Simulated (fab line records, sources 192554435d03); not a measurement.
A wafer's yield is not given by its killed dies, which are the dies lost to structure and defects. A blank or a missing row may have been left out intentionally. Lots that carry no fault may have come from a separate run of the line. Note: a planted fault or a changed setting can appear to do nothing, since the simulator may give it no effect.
Matching of chambers	flow n5 finfet	N5_GATE_CUT_CMP_02 on cmp-02 has 4 sister chambers
The step polishes, stops on SiO2, t overpolish 12.7 s, target thk 0 nm. 4 wafers are shown with their chamber, then 8 later ones without.

== WAFERS, EACH WITH ITS CHAMBER ==
wafer	chamber	motor current A (A)
L079.1	1	9.5
L079.6	3	11.9
L080.6	0	10.4
L085.2	2	8.9

== WAFERS WITHOUT THEIR CHAMBER ==
wafer	motor current A (A)
L085.3	9.4
L085.4	10.5
L095.1	10.3
L095.2	11.6
L095.4	8.9
L096.2	12.0
L096.4	9.5
L096.5	9.6

== THE CHAMBER EACH PASSED THROUGH ==
wafer	from the rows above	in truth
L085.3	1	1
L085.4	0	0
L095.1	0	0
L095.2	3	3
L095.4	2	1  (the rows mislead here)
L096.2	3	3
L096.4	1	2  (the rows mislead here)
L096.5	1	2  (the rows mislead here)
Placed correctly: 5 of 8. Number that these rows cannot place: 0. Number placed wrongly: 3.
How it was worked out, from the rows above alone: a wafer's distance from a chamber is the root of the sum, over the readings, of the square of ((its reading less the chamber's mean) divided by the reading's scatter). If the next closest chamber is less than 2 further off than the closest, the wafer can't be placed; otherwise it belongs to the closest. Each chamber's mean is taken over the wafers shown for it. The scatter (one wafer shown for each chamber): square how far every hidden wafer sits from the nearest shown wafer, average those squares and take the square root.
